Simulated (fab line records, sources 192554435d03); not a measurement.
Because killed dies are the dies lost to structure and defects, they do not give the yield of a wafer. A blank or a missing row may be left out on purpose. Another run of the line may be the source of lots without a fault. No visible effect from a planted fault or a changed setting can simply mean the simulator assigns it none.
What tool caused it? :: flow n5 finfet :: Sampling: 11 lots, 32 wafers, 5 of 1938 route steps

WHAT EACH GAUGE READ, for each wafer
The record lacks any reading of a measuring or inspecting step that a usual standard deviation could be used to judge.

TOOL THAT RAN EACH LOT (tool first, then ch and the chambers of the sampled wafers, then the start)
lot: L783
N5_BEOL_M7_HM_DEP_02: pvd sputter-03, day 9 20:38
N5_BEOL_M7_ETCH_62: rie diel-02 ch 1,2,3, day 9 21:12
N5_BEOL_M7_HM_OPEN_17: rie metal-02 ch 0,1, day 9 21:23
N5_BEOL_M7_STRIP_19: rie diel-02 ch 0,2,3, day 9 21:29
N5_PASSIVATION_PROBE_49: prober-02, day 13 14:17

lot: L784
N5_BEOL_M7_HM_DEP_02: pvd sputter-03, day 10 06:04
N5_BEOL_M7_ETCH_62: rie diel-02 ch 0,1,3, day 10 06:45
N5_BEOL_M7_HM_OPEN_17: rie metal-01 ch 0,1, day 10 06:56
N5_BEOL_M7_STRIP_19: rie diel-04 ch 0,2,3, day 10 07:05
N5_PASSIVATION_PROBE_49: prober-01, day 13 15:00

lot: L789
N5_BEOL_M7_HM_DEP_02: pvd sputter-01, day 11 05:14
N5_BEOL_M7_ETCH_62: rie diel-05 ch 2,3, day 11 07:02
N5_BEOL_M7_HM_OPEN_17: rie metal-02 ch 0,1, day 11 07:13
N5_BEOL_M7_STRIP_19: rie diel-02 ch 0,3, day 11 07:20
N5_PASSIVATION_PROBE_49: prober-02, day 14 18:52

lot: L793
N5_BEOL_M7_HM_DEP_02: pvd sputter-02, day 11 17:56
N5_BEOL_M7_ETCH_62: rie diel-04 ch 0,1,2, day 11 18:58
N5_BEOL_M7_HM_OPEN_17: rie metal-01 ch 0,1, day 11 19:10
N5_BEOL_M7_STRIP_19: rie diel-02 ch 0,1,3, day 11 19:18
N5_PASSIVATION_PROBE_49: prober-01, day 15 12:01

lot: L795
N5_BEOL_M7_HM_DEP_02: pvd sputter-01, day 12 14:39
N5_BEOL_M7_ETCH_62: rie diel-05 ch 0,2, day 12 15:34
N5_BEOL_M7_HM_OPEN_17: rie metal-02 ch 0,1, day 12 15:46
N5_BEOL_M7_STRIP_19: rie diel-04 ch 1,2,3, day 12 15:56
N5_PASSIVATION_PROBE_49: prober-01, day 16 03:54

lot: L799
N5_BEOL_M7_HM_DEP_02: pvd sputter-02, day 13 07:57
N5_BEOL_M7_ETCH_62: rie diel-04 ch 0,2,3, day 13 08:31
N5_BEOL_M7_HM_OPEN_17: rie metal-02 ch 0,1, day 13 08:43
N5_BEOL_M7_STRIP_19: rie diel-05 ch 0,2,3, day 13 09:05
N5_PASSIVATION_PROBE_49: prober-02, day 17 03:44

lot: L800
N5_BEOL_M7_HM_DEP_02: pvd sputter-02, day 14 03:00
N5_BEOL_M7_ETCH_62: rie diel-04 ch 1,2, day 14 03:49
N5_BEOL_M7_HM_OPEN_17: rie metal-01 ch 0,1, day 14 04:02
N5_BEOL_M7_STRIP_19: rie diel-02 ch 0,1,3, day 14 04:08
N5_PASSIVATION_PROBE_49: prober-01, day 17 16:46

lot: L802
N5_BEOL_M7_HM_DEP_02: pvd sputter-02, day 14 15:50
N5_BEOL_M7_ETCH_62: rie diel-04 ch 1,2,3, day 14 16:33
N5_BEOL_M7_HM_OPEN_17: rie metal-01 ch 0,1, day 14 16:44
N5_BEOL_M7_STRIP_19: rie diel-05 ch 0,1,2, day 14 16:59
N5_PASSIVATION_PROBE_49: prober-02, day 18 03:27

lot: L804
N5_BEOL_M7_HM_DEP_02: pvd sputter-02, day 15 03:04
N5_BEOL_M7_ETCH_62: rie diel-04 ch 0,3, day 15 03:38
N5_BEOL_M7_HM_OPEN_17: rie metal-02 ch 0,1, day 15 03:49
N5_BEOL_M7_STRIP_19: rie diel-02 ch 1,2, day 15 03:53
N5_PASSIVATION_PROBE_49: prober-02, day 18 17:42

lot: L803
N5_BEOL_M7_HM_DEP_02: pvd sputter-02, day 15 05:29
N5_BEOL_M7_ETCH_62: rie diel-05 ch 0,3, day 15 06:11
N5_BEOL_M7_HM_OPEN_17: rie metal-01 ch 1, day 15 06:22
N5_BEOL_M7_STRIP_19: rie diel-02 ch 0,3, day 15 06:29
N5_PASSIVATION_PROBE_49: prober-02, day 18 10:00

lot: L805
N5_BEOL_M7_HM_DEP_02: pvd sputter-01, day 15 09:09
N5_BEOL_M7_ETCH_62: rie diel-05 ch 0,1,2, day 15 09:49
N5_BEOL_M7_HM_OPEN_17: rie metal-03 ch 0,1, day 15 10:01
N5_BEOL_M7_STRIP_19: rie diel-04 ch 0,1,3, day 15 10:07
N5_PASSIVATION_PROBE_49: prober-01, day 18 21:57
- N5_BEOL_M7_HM_DEP_02: deposits TiN, target thk 20 nm.
- N5_BEOL_M7_ETCH_62: etches SOC in N2/H2, target depth 110 nm, overetch 22 nm, time 165 s.
- N5_BEOL_M7_HM_OPEN_17: chemistry Cl2/BCl3, target TiN, target depth 20 nm, overetch 6 nm.
- N5_BEOL_M7_STRIP_19: strips in O2.
- N5_PASSIVATION_PROBE_49

WHAT THE TOOLS THEMSELVES READ (means of the sampled wafers that have a number; where no wafer has one, the mark that the record gives instead)
N5_BEOL_M7_HM_DEP_02. Usual: throttle valve pct reads 30.3 % (standard deviation 1.2).
lot: L783
tool: pvd sputter-03
throttle valve pct (%): 30.1
flag: 

lot: L784
tool: pvd sputter-03
throttle valve pct (%): 30.0
flag: 

lot: L789
tool: pvd sputter-01
throttle valve pct (%): 29.1
flag: 

lot: L793
tool: pvd sputter-02
throttle valve pct (%): 30.8
flag: 

lot: L795
tool: pvd sputter-01
throttle valve pct (%): 30.6
flag: 

lot: L799
tool: pvd sputter-02
throttle valve pct (%): 30.6
flag: 

lot: L800
tool: pvd sputter-02
throttle valve pct (%): 30.3
flag: 

lot: L802
tool: pvd sputter-02
throttle valve pct (%): 30.1
flag: 

lot: L804
tool: pvd sputter-02
throttle valve pct (%): 29.5
flag: 

lot: L803
tool: pvd sputter-02
throttle valve pct (%): 30.6
flag: 

lot: L805
tool: pvd sputter-01
throttle valve pct (%): 30.5
flag: 

N5_BEOL_M7_ETCH_62. Usual: drypump motor current A 5.6 A, standard deviation 0.39; oes product au 0.68 a.u., standard deviation 0.065; rf vpp V 524.6 V, standard deviation 1.9; showerhead plenum p Torr 2.57 Torr, standard deviation 0.073; throttle valve pct 17.81 %, standard deviation 0.27.
lot: L783
tool: rie diel-02
drypump motor current A (A): 5.2
oes product au (a.u.): 0.69
rf vpp V (V): 525.3
showerhead plenum p Torr (Torr): 2.59
throttle valve pct (%): 17.73
flag: 

lot: L784
tool: rie diel-02
drypump motor current A (A): 5.1
oes product au (a.u.): 0.74
rf vpp V (V): 526.9
showerhead plenum p Torr (Torr): 2.66
throttle valve pct (%): 17.75
flag: 

lot: L789
tool: rie diel-05
drypump motor current A (A): 5.5
oes product au (a.u.): 0.73
rf vpp V (V): 524.2
showerhead plenum p Torr (Torr): 2.55
throttle valve pct (%): 17.61
flag: 

lot: L793
tool: rie diel-04
drypump motor current A (A): 5.9
oes product au (a.u.): 0.69
rf vpp V (V): 523.4
showerhead plenum p Torr (Torr): 2.53
throttle valve pct (%): 17.80
flag: 

lot: L795
tool: rie diel-05
drypump motor current A (A): 6.0
oes product au (a.u.): 0.65
rf vpp V (V): 525.4
showerhead plenum p Torr (Torr): 2.62
throttle valve pct (%): 18.06
flag: 

lot: L799
tool: rie diel-04
drypump motor current A (A): 6.0
oes product au (a.u.): 0.67
rf vpp V (V): 524.6
showerhead plenum p Torr (Torr): 2.57
throttle valve pct (%): 17.91
flag: 

lot: L800
tool: rie diel-04
drypump motor current A (A): 6.0
oes product au (a.u.): 0.71
rf vpp V (V): 523.9
showerhead plenum p Torr (Torr): 2.55
throttle valve pct (%): 17.97
flag: 

lot: L802
tool: rie diel-04
drypump motor current A (A): 5.8
oes product au (a.u.): 0.70
rf vpp V (V): 523.3
showerhead plenum p Torr (Torr): 2.55
throttle valve pct (%): 17.96
flag: 

lot: L804
tool: rie diel-04
drypump motor current A (A): 5.8
oes product au (a.u.): 0.66
rf vpp V (V): 524.8
showerhead plenum p Torr (Torr): 2.55
throttle valve pct (%): 17.87
flag: 

lot: L803
tool: rie diel-05
drypump motor current A (A): 6.0
oes product au (a.u.): 0.64
rf vpp V (V): 524.6
showerhead plenum p Torr (Torr): 2.56
throttle valve pct (%): 17.99
flag: 

lot: L805
tool: rie diel-05
drypump motor current A (A): 5.8
oes product au (a.u.): 0.63
rf vpp V (V): 525.7
showerhead plenum p Torr (Torr): 2.57
throttle valve pct (%): 17.94
flag: 

N5_BEOL_M7_HM_OPEN_17. Usual: drypump motor current A 5.8 A, standard deviation 0.39; oes product au 0.63 a.u., standard deviation 0.058; throttle valve pct 22.26 %, standard deviation 0.26.
lot: L783
tool: rie metal-02
drypump motor current A (A): 5.5
oes product au (a.u.): 0.64
throttle valve pct (%): 22.27
flag: 

lot: L784
tool: rie metal-01
drypump motor current A (A): 6.0
oes product au (a.u.): 0.62
throttle valve pct (%): 22.46
flag: 

lot: L789
tool: rie metal-02
drypump motor current A (A): 5.5
oes product au (a.u.): 0.61
throttle valve pct (%): 22.20
flag: 

lot: L793
tool: rie metal-01
drypump motor current A (A): 5.8
oes product au (a.u.): 0.65
throttle valve pct (%): 22.20
flag: 

lot: L795
tool: rie metal-02
drypump motor current A (A): 5.5
oes product au (a.u.): 0.60
throttle valve pct (%): 22.21
flag: 

lot: L799
tool: rie metal-02
drypump motor current A (A): 5.4
oes product au (a.u.): 0.59
throttle valve pct (%): 22.22
flag: 

lot: L800
tool: rie metal-01
drypump motor current A (A): 6.0
oes product au (a.u.): 0.59
throttle valve pct (%): 22.49
flag: 

lot: L802
tool: rie metal-01
drypump motor current A (A): 5.8
oes product au (a.u.): 0.64
throttle valve pct (%): 22.20
flag: 

lot: L804
tool: rie metal-02
drypump motor current A (A): 5.4
oes product au (a.u.): 0.61
throttle valve pct (%): 22.25
flag: 

lot: L803
tool: rie metal-01
drypump motor current A (A): 6.1
oes product au (a.u.): 0.54
throttle valve pct (%): 22.78
flag: 

lot: L805
tool: rie metal-03
drypump motor current A (A): 6.2
oes product au (a.u.): 0.66
throttle valve pct (%): 22.14
flag: 

N5_BEOL_M7_STRIP_19. Usual: chamber pressure mTorr 30.00 mTorr, standard deviation 0.035; drypump motor current A 5.5 A, standard deviation 0.39; oes product au 0.81 a.u., standard deviation 0.092; rf vpp V 3.7 V, standard deviation 0.61; showerhead plenum p Torr 2.13 Torr, standard deviation 0.05; throttle valve pct 16.59 %, standard deviation 0.24.
lot: L783
tool: rie diel-02
chamber pressure mTorr (mTorr): 30.00
drypump motor current A (A): 5.4
oes product au (a.u.): 0.80
rf vpp V (V): 3.2
showerhead plenum p Torr (Torr): 2.17
throttle valve pct (%): 16.59
flag: 

lot: L784
tool: rie diel-04
chamber pressure mTorr (mTorr): 30.00
drypump motor current A (A): 6.0
oes product au (a.u.): 0.82
rf vpp V (V): 4.0
showerhead plenum p Torr (Torr): 2.12
throttle valve pct (%): 16.67
flag: 

lot: L789
tool: rie diel-02
chamber pressure mTorr (mTorr): 27.04
drypump motor current A (A): 5.3
oes product au (a.u.): 0.78
rf vpp V (V): 3.8
showerhead plenum p Torr (Torr): 2.19
throttle valve pct (%): 16.70
flag: OFF

lot: L793
tool: rie diel-02
chamber pressure mTorr (mTorr): 26.98
drypump motor current A (A): 5.1
oes product au (a.u.): 0.85
rf vpp V (V): 3.8
showerhead plenum p Torr (Torr): 2.17
throttle valve pct (%): 16.49
flag: OFF

lot: L795
tool: rie diel-04
chamber pressure mTorr (mTorr): 30.03
drypump motor current A (A): 5.8
oes product au (a.u.): 0.84
rf vpp V (V): 4.0
showerhead plenum p Torr (Torr): 2.08
throttle valve pct (%): 16.59
flag: 

lot: L799
tool: rie diel-05
chamber pressure mTorr (mTorr): 29.98
drypump motor current A (A): 5.8
oes product au (a.u.): 0.80
rf vpp V (V): 3.6
showerhead plenum p Torr (Torr): 2.12
throttle valve pct (%): 16.75
flag: 

lot: L800
tool: rie diel-02
chamber pressure mTorr (mTorr): 30.03
drypump motor current A (A): 5.2
oes product au (a.u.): 0.82
rf vpp V (V): 4.1
showerhead plenum p Torr (Torr): 2.17
throttle valve pct (%): 16.52
flag: 

lot: L802
tool: rie diel-05
chamber pressure mTorr (mTorr): 29.99
drypump motor current A (A): 5.8
oes product au (a.u.): 0.75
rf vpp V (V): 3.5
showerhead plenum p Torr (Torr): 2.13
throttle valve pct (%): 16.83
flag: 

lot: L804
tool: rie diel-02
chamber pressure mTorr (mTorr): 30.01
drypump motor current A (A): 5.2
oes product au (a.u.): 0.80
rf vpp V (V): 3.9
showerhead plenum p Torr (Torr): 2.10
throttle valve pct (%): 16.51
flag: 

lot: L803
tool: rie diel-02
chamber pressure mTorr (mTorr): 30.01
drypump motor current A (A): 5.2
oes product au (a.u.): 0.75
rf vpp V (V): 3.4
showerhead plenum p Torr (Torr): 2.18
throttle valve pct (%): 16.75
flag: 

lot: L805
tool: rie diel-04
chamber pressure mTorr (mTorr): 29.95
drypump motor current A (A): 5.7
oes product au (a.u.): 0.80
rf vpp V (V): 4.0
showerhead plenum p Torr (Torr): 2.08
throttle valve pct (%): 16.61
flag: 

N5_PASSIVATION_PROBE_49. Usual: defect limited yield 91.4 %, standard deviation 1.5; killed_at_M0_to_M3 34, standard deviation 10; killed_at_M4_up 15, standard deviation 6; killed at contacts 12, standard deviation 6; killed at front end 37, standard deviation 11; killed at other 3.3, standard deviation 2.8; killed dies 101, standard deviation 18; killed open 66, standard deviation 14; killed short 33, standard deviation 7.8; sort_bin_5_function 5.0 %, standard deviation 0.97; sort_bin_6_memory 3.2 %, standard deviation 0.72; sort n pass 1079, standard deviation 18; sort yield pct 91.4 %, standard deviation 1.5.
lot: L783
tool: prober-02
defect limited yield (%): 91.2
killed_at_M0_to_M3: 27
killed_at_M4_up: 12
killed at contacts: 19
killed at front end: 42
killed at other: 5.0
killed dies: 104
killed open: 65
killed short: 36
sort_bin_5_function (%): 4.9
sort_bin_6_memory (%): 3.5
sort n pass: 1076
sort yield pct (%): 91.2
flag: 

lot: L784
tool: prober-01
defect limited yield (%): 92.1
killed_at_M0_to_M3: 36
killed_at_M4_up: 9
killed at contacts: 8
killed at front end: 36
killed at other: 4.0
killed dies: 93
killed open: 61
killed short: 32
sort_bin_5_function (%): 4.5
sort_bin_6_memory (%): 3.0
sort n pass: 1087
sort yield pct (%): 92.1
flag: 

lot: L789
tool: prober-02
defect limited yield (%): 92.0
killed_at_M0_to_M3: 31
killed_at_M4_up: 16
killed at contacts: 17
killed at front end: 28
killed at other: 2.3
killed dies: 94
killed open: 71
killed short: 22
sort_bin_5_function (%): 4.5
sort_bin_6_memory (%): 3.2
sort n pass: 1086
sort yield pct (%): 92.0
flag: 

lot: L793
tool: prober-01
defect limited yield (%): 89.6
killed_at_M0_to_M3: 39
killed_at_M4_up: 23
killed at contacts: 9
killed at front end: 50
killed at other: 1.3
killed dies: 123
killed open: 84
killed short: 37
sort_bin_5_function (%): 6.1
sort_bin_6_memory (%): 3.8
sort n pass: 1057
sort yield pct (%): 89.6
flag: 

lot: L795
tool: prober-01
defect limited yield (%): 91.5
killed_at_M0_to_M3: 27
killed_at_M4_up: 16
killed at contacts: 17
killed at front end: 41
killed at other: 0.3
killed dies: 101
killed open: 72
killed short: 28
sort_bin_5_function (%): 5.1
sort_bin_6_memory (%): 3.2
sort n pass: 1079
sort yield pct (%): 91.5
flag: 

lot: L799
tool: prober-02
defect limited yield (%): 92.0
killed_at_M0_to_M3: 20
killed_at_M4_up: 16
killed at contacts: 14
killed at front end: 41
killed at other: 2.3
killed dies: 94
killed open: 60
killed short: 31
sort_bin_5_function (%): 4.8
sort_bin_6_memory (%): 3.0
sort n pass: 1086
sort yield pct (%): 92.0
flag: 

lot: L800
tool: prober-01
defect limited yield (%): 90.9
killed_at_M0_to_M3: 36
killed_at_M4_up: 10
killed at contacts: 20
killed at front end: 40
killed at other: 1.0
killed dies: 108
killed open: 69
killed short: 33
sort_bin_5_function (%): 4.7
sort_bin_6_memory (%): 3.6
sort n pass: 1072
sort yield pct (%): 90.9
flag: 

lot: L802
tool: prober-02
defect limited yield (%): 91.8
killed_at_M0_to_M3: 26
killed_at_M4_up: 13
killed at contacts: 11
killed at front end: 45
killed at other: 1.3
killed dies: 97
killed open: 59
killed short: 33
sort_bin_5_function (%): 4.6
sort_bin_6_memory (%): 3.1
sort n pass: 1083
sort yield pct (%): 91.8
flag: 

lot: L804
tool: prober-02
defect limited yield (%): 92.1
killed_at_M0_to_M3: 26
killed_at_M4_up: 11
killed at contacts: 8
killed at front end: 40
killed at other: 7.0
killed dies: 93
killed open: 56
killed short: 31
sort_bin_5_function (%): 4.3
sort_bin_6_memory (%): 3.1
sort n pass: 1087
sort yield pct (%): 92.1
flag: 

lot: L803
tool: prober-02
defect limited yield (%): 92.2
killed_at_M0_to_M3: 36
killed_at_M4_up: 15
killed at contacts: 6
killed at front end: 29
killed at other: 5.7
killed dies: 92
killed open: 59
killed short: 34
sort_bin_5_function (%): 4.5
sort_bin_6_memory (%): 3.0
sort n pass: 1088
sort yield pct (%): 92.2
flag: 

lot: L805
tool: prober-01
defect limited yield (%): 89.6
killed_at_M0_to_M3: 29
killed_at_M4_up: 26
killed at contacts: 15
killed at front end: 47
killed at other: 5.0
killed dies: 122
killed open: 91
killed short: 28
sort_bin_5_function (%): 6.5
sort_bin_6_memory (%): 3.7
sort n pass: 1058
sort yield pct (%): 89.6
flag: 

THE ANSWER, worked out from the rows above alone
Rule: take the mean of a lot's wafers that have a number; if it is more than 3 standard deviations from the usual mean, the lot is off. Also off: a lot with no number at a reading for which 4 or more lots have one. Any other lot the step has rows for is counted as sound. Order of review: gauges by route order, followed by the tools' own readings, for which a lot's mean as printed above is used. At the first step where some lot is off, the reading lying furthest off is the one used; lots without a number count as furthest.
Off, at N5_BEOL_M7_STRIP_19 on chamber pressure mTorr: L789, L793.
A tool fits if, at that step or a process step before it, it ran every lot that is off, and no sound lot after the first of them. Not one of the candidates tried fits.

WHAT THE SIMULATOR HAD PUT IN
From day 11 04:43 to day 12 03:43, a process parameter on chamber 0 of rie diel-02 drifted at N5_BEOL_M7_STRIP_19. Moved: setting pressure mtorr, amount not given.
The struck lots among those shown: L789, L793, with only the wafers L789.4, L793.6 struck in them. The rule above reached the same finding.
